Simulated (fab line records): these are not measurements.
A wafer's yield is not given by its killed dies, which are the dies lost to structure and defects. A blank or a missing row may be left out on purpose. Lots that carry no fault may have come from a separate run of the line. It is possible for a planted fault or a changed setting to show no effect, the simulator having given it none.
fab line records :: flow nand_harc
[record]
  lots = 4
  wafers = 12
  last_day = 24
route steps=1159 shown A_ONON_D1@424 A_CHANNEL_HOLE_D1@450 END@1159
lots with no fault: from the same line, run without faults
start_h: the number of hours between the record's first day and the start of the first shown wafer of the lot :: wait_h: hours elapsed since this lot's preceding step :: " the same as in the row above :: L1.1+2: several wafers, shown together as one row :: - no value, or no start given :: * or withheld: withheld :: < > ~ a bound
route shown NAME@n: names a module that has steps shown in the file, with the first one's number in the route :: usual: mean and standard deviation over wafers with no fault :: same: alike in all rows :: chamber/n: place in a boat :: sites: readings site by site :: _std_site: standard deviation across them :: _edge_site: inner sites' mean taken away from outer sites' mean :: radius_mm: for every site, how far away it sits from the centre of the wafer :: mask NAME#n: copy n :: behind: the most recent tool/chamber to have shaped the wafer :: hold: what put the lot on hold/how long, in hours/how the hold closed :: device: the n, p or np transistor that did not switch :: end of line: at the end of the route, the tests of the same wafers :: where a step has no rows: the recipe by itself :: killed: dies lost to structure and defects at the first sort, not the wafer's yield :: map: a wafer's dies, x killed, . not, _ none there
set.NAME: the setting that was run; set.NAME@STEP: the one run at that earlier step :: model.NAME: the simulator's own value behind a step, which no gauge read
lots at some steps of the route; a table a step, a row a wafer
services: a tool's chamber out of use, with start hour (start_h, from the record's first day; less than 0 if before it), hours out, and reason
[[steps]]
[step NHARC_A_ONON_D1_DEP_00]
[recipe]
  target_thk_a = 10000
  n2_flow_sccm = 2750
  n2o_flow_sccm = 2000
  nh3_flow_sccm = 500
  sih4_flow_sccm = 210
  temp_c = 400
[step NHARC_A_ONON_D1_DEP_03]
[recipe]
  target_thk_a = 10000
  n2_flow_sccm = 2750
  n2o_flow_sccm = 2000
  nh3_flow_sccm = 500
  sih4_flow_sccm = 210
  temp_c = 400
[step NHARC_A_ONON_D1_DEP_06]
[recipe]
  target_thk_a = 10000
  n2_flow_sccm = 2750
  n2o_flow_sccm = 2000
  nh3_flow_sccm = 500
  sih4_flow_sccm = 210
  temp_c = 400
[step NHARC_A_ONON_D1_DEP_09]
[recipe]
  target_thk_a = 10000
  n2_flow_sccm = 2750
  n2o_flow_sccm = 2000
  nh3_flow_sccm = 500
  sih4_flow_sccm = 210
  temp_c = 400
[step NHARC_A_ONON_D1_DEP_12]
[recipe]
  target_thk_a = 10000
  n2_flow_sccm = 2750
  n2o_flow_sccm = 2000
  nh3_flow_sccm = 500
  sih4_flow_sccm = 210
  temp_c = 400
[step NHARC_A_ONON_D1_ANNEAL_15]
[recipe]
  temp_c = 750
  time_s = 3600
[step NHARC_A_ONON_D1_DEP_16]
[recipe]
  target_thk_a = 10000
  n2_flow_sccm = 2750
  n2o_flow_sccm = 2000
  nh3_flow_sccm = 500
  sih4_flow_sccm = 210
  temp_c = 400
[usual]
  sih4_flow_sccm = 210.1/0.65
  susceptor_temp_C = 399.98/0.22
lot.wafer: L738.3
tool: pecvd_onon-02
chamber: 0
start_h: 203.71
wait_h: 0.3
sih4_flow_sccm: 210.0
susceptor_temp_C: 399.62

lot.wafer: L738.4
tool: pecvd_onon-02
chamber: 0
start_h: 203.71
wait_h: 0.3
sih4_flow_sccm: 210.4
susceptor_temp_C: 399.66

lot.wafer: L738.5
tool: pecvd_onon-02
chamber: 0
start_h: 203.71
wait_h: 0.3
sih4_flow_sccm: 209.0
susceptor_temp_C: 400.01

lot.wafer: L748.4
tool: pecvd_onon-01
chamber: 0
start_h: 263.55
wait_h: 0.2
sih4_flow_sccm: 210.3
susceptor_temp_C: 399.79

lot.wafer: L748.5
tool: pecvd_onon-01
chamber: 0
start_h: 263.55
wait_h: 0.2
sih4_flow_sccm: 209.9
susceptor_temp_C: 400.01

lot.wafer: L748.6
tool: pecvd_onon-01
chamber: 0
start_h: 263.55
wait_h: 0.2
sih4_flow_sccm: 211.4
susceptor_temp_C: 399.75

lot.wafer: L750.2
tool: pecvd_onon-02
chamber: 0
start_h: 274.22
wait_h: 0.1
sih4_flow_sccm: 209.2
susceptor_temp_C: 400.04

lot.wafer: L750.5
tool: pecvd_onon-02
chamber: 0
start_h: 274.22
wait_h: 0.1
sih4_flow_sccm: 210.1
susceptor_temp_C: 399.96

lot.wafer: L750.6
tool: pecvd_onon-02
chamber: 0
start_h: 274.22
wait_h: 0.1
sih4_flow_sccm: 209.3
susceptor_temp_C: 400.03

lot.wafer: L753.1
tool: pecvd_onon-02
chamber: 0
start_h: 291.38
wait_h: 0.1
sih4_flow_sccm: 210.1
susceptor_temp_C: 400.11

lot.wafer: L753.3
tool: pecvd_onon-02
chamber: 0
start_h: 291.38
wait_h: 0.1
sih4_flow_sccm: 209.8
susceptor_temp_C: 400.04

lot.wafer: L753.5
tool: pecvd_onon-02
chamber: 0
start_h: 291.38
wait_h: 0.1
sih4_flow_sccm: 209.6
susceptor_temp_C: 399.67
[step NHARC_A_ONON_D1_DEP_19]
[recipe]
  target_thk_a = 10000
  n2_flow_sccm = 2750
  n2o_flow_sccm = 2000
  nh3_flow_sccm = 500
  sih4_flow_sccm = 210
  temp_c = 400
[step NHARC_A_ONON_D1_DEP_22]
[recipe]
  target_thk_a = 10000
  n2_flow_sccm = 2750
  n2o_flow_sccm = 2000
  nh3_flow_sccm = 500
  sih4_flow_sccm = 210
  temp_c = 400
[step NHARC_A_ONON_D1_DEP_25]
[recipe]
  target_thk_a = 10000
  n2_flow_sccm = 2750
  n2o_flow_sccm = 2000
  nh3_flow_sccm = 500
  sih4_flow_sccm = 210
  temp_c = 400
[step NHARC_A_ONON_D1_DEP_28]
[recipe]
  target_thk_a = 10000
  n2_flow_sccm = 2750
  n2o_flow_sccm = 2000
  nh3_flow_sccm = 500
  sih4_flow_sccm = 210
  temp_c = 400
[step NHARC_A_ONON_D1_DEP_33]
[recipe]
  target_thk_a = 2000
  temp_c = 400
  pressure_torr = 6.5
  rf_w = 900
  teos_flow_sccm = 161.4
  flow_sccm = 2650
  target_thk_nm = 200
  gas = O2
  material = SiO2
[step NHARC_A_CHANNEL_HOLE_D1_DEP_00]
[recipe]
  target_thk_a = 31000
  temp_c = 400
  material = aC
[step NHARC_A_CHANNEL_HOLE_D1_DEP_01]
[recipe]
  target_thk_a = 1400
  target_thk_nm = 140
  temp_c = 400
  pressure_torr = 3.5
  flow_sccm = 200
  rf_w = 350
  material = SiON
[step NHARC_A_CHANNEL_HOLE_D1_DEHYDRATE_02]
[recipe]
  temp_c = 150
  time_s = 120
[step NHARC_A_CHANNEL_HOLE_D1_HMDS_03]
[recipe]
  time_s = 30
[step NHARC_A_CHANNEL_HOLE_D1_COAT_36]
[recipe]
  temp_c = 260
  time_s = 75
[step NHARC_A_CHANNEL_HOLE_D1_COAT_37]
[recipe]
  temp_c = 225
  time_s = 65
[step NHARC_A_CHANNEL_HOLE_D1_COAT_04]
[recipe]
  spin_rpm = 1500
  resist_thk_nm = 90
[step NHARC_A_CHANNEL_HOLE_D1_SOFTBAKE_05]
[recipe]
  temp_c = 105
  time_s = 55
[step NHARC_A_CHANNEL_HOLE_D1_EBR_06]
[step NHARC_A_CHANNEL_HOLE_D1_EXPOSE_07]
[recipe]
  na = 1.35
  target_cd_nm = 100
  sigma_outer = 0.3
  dose_mj = 59.65
  mask_id = HOLE_D1
[step NHARC_A_CHANNEL_HOLE_D1_PEB_08]
[recipe]
  peb_temp_c = 100
  peb_time_s = 65
[step NHARC_A_CHANNEL_HOLE_D1_DEVELOP_09]
[recipe]
  develop_time_s = 35
  dev_temp_c = 23
[step NHARC_A_CHANNEL_HOLE_D1_DESCUM_15]
[recipe]
  time_s = 3
  o2_flow_sccm = 200
  ar_flow_sccm = 0
  bias_power_w = 0
  chemistry = O2
[step NHARC_END_SORT_01]
[recipe]
  temp_c = 25
[usual]
  killed_at_array = 29/9.4
  killed_at_other = 0.7/1.3
  killed_at_periphery = 2.9/2.1
  killed_dies = 32/9
  killed_open = 3.3/1.8
  killed_short = 1.9/1.4
[same]
  gross_dies = 677
lot.wafer: L750.2
tool: prober-02
chamber: 0
start_h: 564.30
wait_h: 2.8
killed_at_array: 89
killed_at_other: 0
killed_at_periphery: 2
killed_dies: 91
killed_open: 7
killed_short: 0

lot.wafer: L750.5
tool: prober-02
chamber: 0
start_h: 566.68
wait_h: 3.7
killed_at_array: 89
killed_at_other: 0
killed_at_periphery: 3
killed_dies: 92
killed_open: 4
killed_short: 1

lot.wafer: L750.6
tool: prober-02
chamber: 0
start_h: 567.47
wait_h: 4.0
killed_at_array: 89
killed_at_other: 0
killed_at_periphery: 3
killed_dies: 92
killed_open: 5
killed_short: 1

lot.wafer: L753.1
tool: prober-01
chamber: 0
start_h: 571.44
wait_h: 2.5
killed_at_array: 106
killed_at_other: 0
killed_at_periphery: 3
killed_dies: 109
killed_open: 1
killed_short: 0

lot.wafer: L753.3
tool: prober-01
chamber: 0
start_h: 573.04
wait_h: 3.1
killed_at_array: 105
killed_at_other: 0
killed_at_periphery: 1
killed_dies: 106
killed_open: 1
killed_short: 2

lot.wafer: L753.5
tool: prober-01
chamber: 0
start_h: 574.64
wait_h: 3.7
killed_at_array: 96
killed_at_other: 0
killed_at_periphery: 3
killed_dies: 99
killed_open: 4
killed_short: 1
// killed by level:class
L750.2 A_ONON_D1:unspecified=56 A_SLIT:chamber_film_flake=17 A_CONTACT:chamber_film_flake=7 A_CHANNEL_HOLE_D1:chamber_film_flake=4 P_CONTACT:geometric_particle:open=2 A_M1:geometric_particle:open=2 A_CHANNEL_HOLE_D1:geometric_particle:open=1 A_WL_FILL:geometric_particle:open=1
L750.5 A_ONON_D1:unspecified=62 A_CHANNEL_HOLE_D1:chamber_film_flake=10 A_SLIT:chamber_film_flake=10 A_CONTACT:chamber_film_flake=3 P_GATE:geometric_particle:open=1 P_M2:geometric_particle:open=1 A_CONTACT:geometric_particle:short=1 A_CONTACT:geometric_particle:open=1
L750.6 A_ONON_D1:unspecified=51 A_SLIT:chamber_film_flake=20 A_CHANNEL_HOLE_D1:chamber_film_flake=10 A_CONTACT:chamber_film_flake=4 A_CONTACT:geometric_particle:open=2 P_CONTACT:geometric_particle:open=1 P_M0:geometric_particle:short=1 P_M1:geometric_particle:open=1
L753.1 A_ONON_D1:unspecified=54 A_CHANNEL_HOLE_D1:chamber_film_flake=28 A_SLIT:chamber_film_flake=22 A_M0:geometric_particle:open=1 P_ZERO_WELL:chamber_film_flake=1 P_STI:chamber_film_flake=1 P_GATE:chamber_film_flake=1 A_WL_FILL:chamber_film_flake=1
L753.3 A_ONON_D1:unspecified=57 A_SLIT:chamber_film_flake=24 A_CHANNEL_HOLE_D1:chamber_film_flake=20 P_GATE:geometric_particle:open=1 A_CHANNEL_FILL_D1:geometric_particle:short=1 A_M0:geometric_particle:short=1 A_STAIRCASE:chamber_film_flake=1 A_CONTACT:chamber_film_flake=1
L753.5 A_ONON_D1:unspecified=54 A_SLIT:chamber_film_flake=20 A_CHANNEL_HOLE_D1:chamber_film_flake=18 P_ZERO_WELL:chamber_film_flake=2 P_M1:geometric_particle:open=1 A_CHANNEL_HOLE_D1:geometric_particle:open=1 A_SGD_CUT:geometric_particle:open=1 A_BLC:geometric_particle:open=1
// map L750.5 (x killed, . not)
____________.____________
_________......._________
_______..........._______
______.............______
_____..............._____
____x................____
____.................____
___...x...............___
___..x.....x..........___
__.....................__
__........x............__
_.......xxx............._
_........x.............._
_......................._
_.......xx.x............_
_..x......x............._
..........x..............
.........................
.............x...........
.........................
.........................
_......................._
_.................x....._
_...................x..._
_...................xx.._
_..............xx..xx..._
__.......x.....xx.x....__
__..........xxxxx.x..x.__
___............x.x....___
___.........xxxxxxxx..___
____.......xxxxxxxxx.____
____...x..xxxxxxxxxxx____
_____.......xxxxxxx._____
______.....xxxxxxxx______
_______.....xxxxxx_______
_________.xx..xx_________
____________x____________
// map L753.1 (x killed, . not)
____________.____________
_________......._________
_______..........._______
______.............______
_____..x............_____
____.................____
____.................____
___...................___
___...................___
__.x.....x.x...........__
__...x.x..x............__
_........xxx............_
_.....x..xx............._
_......xxx.............._
_...x.x.x.x............._
_...x..xxxx............._
....xxx.xx........x......
....x.xxx..x.............
..xxxxx.x................
...xxxxx..............x..
...xxx...................
_......................._
_...x..................._
_...x...x.......x......._
_......................._
_.............x........._
__..............x......__
__.............xx......__
___..........xxxxxx...___
___.........xxxxxxx...___
____.......xxxxxxxx..____
____.........xxxxx.x.____
_____.......xxxxxxx._____
______......xxxxxxx______
_______.....xxxxxx_______
_________....xxx_________
____________.____________
[[services]]
tool: pecvd_onon-01
chamber: -
start_h: 195.04
hours: 13.0
kind: pm
[[key]]
[first_sign]
  step = NHARC_END_SORT_01
  reading = killed_dies
  direction = up
  sigmas = 7.3
  usual = 32
  struck = 98
[effect]
  step = NHARC_END_SORT_01
  reading = killed_at_array
  direction = up
  sigmas = 7.1
  usual = 29
  struck = 96
[more_kills_born_at]
  NHARC_A_ONON_D1_DEP_16@pecvd_onon-02 = 334
met_at NHARC_A_ONON_D1_DEP_16
struck_wafers L750.2,L750.5,L750.6,L753.1,L753.3,L753.5
tester_left_out L750,L753
onset_between 203.71 274.22
also_fits time
[fault]
  kind = chamber_particle_source
  tool = pecvd_onon-02
  chamber = -
  onset_h = 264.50
  steps = NHARC_A_ONON_D1_DEP_16
  rate_per_visit_cm2 = 0.46587
  end_h = 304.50
// tester_left_out: of these lots the tester's yield and bins aren't shown, on N5 and GAA mostly nor the transistor test; their killed dies are dies lost to structure and defects alone, not to doping, threshold or leakage, so they don't give the yield
